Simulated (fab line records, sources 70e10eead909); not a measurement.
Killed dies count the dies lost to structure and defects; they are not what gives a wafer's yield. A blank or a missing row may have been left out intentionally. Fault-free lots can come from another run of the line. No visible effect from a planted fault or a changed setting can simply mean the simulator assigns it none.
Chamber matching -- flow nand harc -- NHARC_A_CONTACT_ETCH_91 on rie diel-11: 4 sister chambers
The step etches the open film in CH3F/O2, target depth 40 nm, time 85.7 s. 22 wafers are shown with their chamber, then 11 later ones without.

EACH WAFER AND ITS CHAMBER
wafer,chamber,drypump motor current A (A),showerhead plenum p Torr (Torr),rf vpp V (V)
L079.2,3,5.13,2.33,241.9
L079.3,2,5.20,2.42,243.3
L079.6,3,5.14,2.33,243.4
L077.2,2,5.24,2.42,243.0
L077.3,1,5.78,2.39,244.9
L077.5,0,5.66,2.28,240.8
L080.1,3,5.11,2.33,243.1
L080.2,2,5.20,2.42,244.9
L080.6,2,5.21,2.42,242.5
L083.2,1,5.77,2.39,244.4
L083.5,1,5.78,2.39,243.6
L083.6,2,5.19,2.41,243.1
L087.2,0,5.59,2.27,240.5
L087.3,1,5.77,2.39,243.8
L087.4,3,5.11,2.33,242.2
L089.2,1,5.77,2.39,242.9
L089.3,2,5.19,2.41,242.5
L089.6,2,5.19,2.41,243.3
L091.2,2,5.23,2.41,243.1
L091.3,1,5.78,2.39,243.0
L091.4,3,5.13,2.32,241.8
L093.1,1,5.77,2.39,242.8

SIGNATURES, as means of the wafers listed above
reading,chamber 0,chamber 1,chamber 2,chamber 3,scatter within a chamber
drypump motor current A,5.6250,5.7743,5.2063,5.1240,0.0181
showerhead plenum p Torr,2.2750,2.3900,2.4150,2.3280,0.00428
rf vpp V,240.650,243.629,243.213,242.480,0.744
Rule: a wafer's distance from a chamber is the root of the sum, over the readings, of the square of ((its reading less the chamber's mean) divided by the reading's scatter). If the next closest chamber is less than 2 further off than the closest, the wafer can't be placed; otherwise it belongs to the closest. The scatter: take each reading less its chamber's mean, square it, sum over the shown wafers, divide by the number of wafers less the number of chambers, and take the root.

WAFERS WHOSE CHAMBER IS MISSING
wafer,drypump motor current A (A),showerhead plenum p Torr (Torr),rf vpp V (V)
L093.5,5.63,2.27,241.7
L093.6,5.78,2.38,242.3
L092.1,5.22,2.41,242.6
L092.2,5.63,2.27,241.7
L092.4,5.79,2.38,243.2
L095.2,5.62,2.27,241.3
L095.3,5.78,2.38,241.7
L095.6,5.21,2.41,243.0
L096.3,5.20,2.41,243.8
L096.4,5.13,2.32,242.1
L096.6,5.12,2.32,242.2

EACH ONE'S CHAMBER
wafer,from the rows above,in truth
L093.5,0,0
L093.6,1,1
L092.1,2,2
L092.2,0,0
L092.4,1,1
L095.2,0,0
L095.3,1,1
L095.6,2,2
L096.3,2,2
L096.4,3,3
L096.6,3,3
Placed correctly: 11 of 11. Left unplaced by these rows: 0. 0 placed wrongly.
